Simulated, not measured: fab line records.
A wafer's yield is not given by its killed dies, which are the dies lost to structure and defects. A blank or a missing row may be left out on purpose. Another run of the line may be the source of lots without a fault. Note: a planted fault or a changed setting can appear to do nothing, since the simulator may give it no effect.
What tool caused it? | flow nand harc | 14 lots with 42 wafers sampled at 4 steps, on a route of 1159 steps

== WHAT EACH GAUGE READ, for each wafer ==
NHARC_A_ONON_D1_THK_MEAS_11: measures by ellipsometry. Usual: 999 nm for thk nm, sd 11.
lot  | measured     | on            | thk nm (nm)    | flag
L162 | day 8 05:12  | film metro-02 | 1012 1012 1014 |
L163 | day 8 05:12  | film metro-01 | 997 997 998    |
L164 | day 8 15:17  | film metro-02 | 1005 1007 1006 |
L165 | day 8 15:17  | film metro-01 | 1015 1015 1014 |
L169 | day 9 13:53  | film metro-02 | 705 703 705    | OFF
L172 | day 10 06:50 | film metro-01 | 718 714 716    | OFF
L176 | day 11 09:59 | film metro-01 | 1010 1012 1011 |
L179 | day 11 20:07 | film metro-01 | 999 1000 1000  |
L178 | day 11 19:53 | film metro-01 | 980 981 979    |
L181 | day 12 09:59 | film metro-01 | 1008 1010 1008 |
L180 | day 12 09:59 | film metro-02 | 995 994 996    |
L182 | day 12 14:58 | film metro-02 | 1002 1001 1001 |
L183 | day 13 03:42 | film metro-01 | 988 987 986    |
L184 | day 13 17:34 | film metro-02 | 997 993 994    |

NHARC_END_SORT_01. Usual: killed at array 29, standard deviation 11; killed at other 0.7, standard deviation 1.1; killed at periphery 3.1, standard deviation 2; killed dies 33, standard deviation 11; killed open 3.5, standard deviation 1.8; killed short 2.0, standard deviation 1.4.
lot  | measured     | on        | killed at array | killed at other | killed at periphery | killed dies | killed open | killed short | flag
L169 | day 21 17:22 | prober-01 | 677 675 674     | 0 0 0           | 0 2 3               | 677 677 677 | 7 1 8       | 1 0 0        | OFF
L172 | day 22 04:19 | prober-02 | 675 673 675     | 0 0 0           | 2 4 2               | 677 677 677 | 3 6 3       | 4 2 2        | OFF

== TOOL THAT RAN EACH LOT (tool first, then ch and the chambers of the sampled wafers, then the start) ==
lot  | NHARC_A_ZERO_WELL_DESCUM_12        | NHARC_A_ONON_D1_DEP_09
L162 | rie diel-06 ch 0,1,2, day 7 03:53  | pecvd onon-02 ch 0, day 8 04:48
L163 | rie diel-06 ch 0,1,3, day 7 04:02  | pecvd onon-01 ch 0, day 8 04:45
L164 | rie diel-10 ch 0,2, day 7 14:29    | pecvd onon-03 ch 0, day 8 14:49
L165 | rie diel-10 ch 1,2,3, day 7 15:13  | pecvd onon-02 ch 0, day 8 14:46
L169 | rie diel-09 ch 1,2,3, day 8 16:20  | pecvd onon-02 ch 0, day 9 13:29
L172 | rie diel-10 ch 2,3, day 9 08:35    | pecvd onon-02 ch 0, day 10 06:23
L176 | rie diel-09 ch 1,2, day 10 09:47   | pecvd onon-01 ch 0, day 11 09:36
L179 | rie diel-09 ch 0,1,3, day 10 20:17 | pecvd onon-01 ch 0, day 11 19:37
L178 | rie diel-06 ch 2,3, day 10 20:47   | pecvd onon-03 ch 0, day 11 19:29
L181 | rie diel-10 ch 0,1,3, day 11 06:40 | pecvd onon-03 ch 0, day 12 09:28
L180 | rie diel-09 ch 1,2,3, day 11 08:13 | pecvd onon-01 ch 0, day 12 09:28
L182 | rie diel-10 ch 0,1,3, day 11 14:34 | pecvd onon-01 ch 0, day 12 14:31
L183 | rie diel-09 ch 0,3, day 12 00:07   | pecvd onon-02 ch 0, day 13 03:11
L184 | rie diel-09 ch 1,2,3, day 12 16:59 | pecvd onon-03 ch 0, day 13 17:03
- NHARC_A_ZERO_WELL_DESCUM_12: chemistry O2, time 3 s.
- NHARC_A_ONON_D1_DEP_09: target thk 1000 nm.

== AS READ BY THE TOOLS THEMSELVES (means over the sampled wafers that have a number; for cases with no such wafer, the mark the record gives instead) ==
NHARC_A_ZERO_WELL_DESCUM_12. Usual: drypump motor current A 5.7 A, standard deviation 0.38; oes product au 1.000 a.u., standard deviation 0.0097; rf vpp V 58.0 V, standard deviation 0.91; showerhead plenum p Torr 1.95 Torr, standard deviation 0.11; throttle valve pct 11.312 %, standard deviation 0.009.
lot  | tool        | drypump motor current A (A) | oes product au (a.u.) | rf vpp V (V) | showerhead plenum p Torr (Torr) | throttle valve pct (%) | flag
L162 | rie diel-06 | 5.6                         | 0.998                 | 57.5         | 1.88                            | 11.311                 |
L163 | rie diel-06 | 5.6                         | 1.001                 | 57.9         | 1.86                            | 11.317                 |
L164 | rie diel-10 | 5.5                         | 0.999                 | 57.9         | 1.86                            | 11.309                 |
L165 | rie diel-10 | 5.5                         | 1.000                 | 57.6         | 1.95                            | 11.311                 |
L169 | rie diel-09 | 5.9                         | 1.002                 | 58.4         | 2.05                            | 11.312                 |
L172 | rie diel-10 | 5.8                         | 0.999                 | 58.7         | 1.94                            | 11.316                 |
L176 | rie diel-09 | 6.0                         | 0.989                 | 58.6         | 2.04                            | 11.313                 |
L179 | rie diel-09 | 6.0                         | 1.005                 | 57.8         | 1.96                            | 11.311                 |
L178 | rie diel-06 | 5.8                         | 1.003                 | 58.7         | 1.99                            | 11.310                 |
L181 | rie diel-10 | 5.3                         | 1.006                 | 57.6         | 1.93                            | 11.316                 |
L180 | rie diel-09 | 5.9                         | 0.997                 | 58.8         | 2.04                            | 11.312                 |
L182 | rie diel-10 | 5.3                         | 1.005                 | 57.7         | 1.93                            | 11.315                 |
L183 | rie diel-09 | 5.9                         | 1.004                 | 57.7         | 1.98                            | 11.316                 |
L184 | rie diel-09 | 6.0                         | 0.994                 | 59.0         | 2.04                            | 11.295                 |

== THE ANSWER, worked out from the rows above alone ==
Rule: take the mean of a lot's wafers that have a number; if it is more than 3 standard deviations from the usual mean, the lot is off. Also off: a lot with no number at a reading for which 4 or more lots have one. Any other lot the step has rows for is counted as sound. Order of review: gauges by route order, followed by the tools' own readings, for which a lot's mean as printed above is used. At the first step where some lot is off, the reading lying furthest off is the one used; lots without a number count as furthest.
Off: L169, L172 (NHARC_A_ONON_D1_THK_MEAS_11, thk nm).
If a tool, at a process step before that reading, ran all the lots that are off and no sound lot after the first of them, it fits. Not tried: the gauges at NHARC_A_ONON_D1_THK_MEAS_11; whatever is off there is also off at NHARC_END_SORT_01, on other tools, and gauge error can't account for it. None of those tried fits.

== WHAT THE SIMULATOR HAD PUT IN ==
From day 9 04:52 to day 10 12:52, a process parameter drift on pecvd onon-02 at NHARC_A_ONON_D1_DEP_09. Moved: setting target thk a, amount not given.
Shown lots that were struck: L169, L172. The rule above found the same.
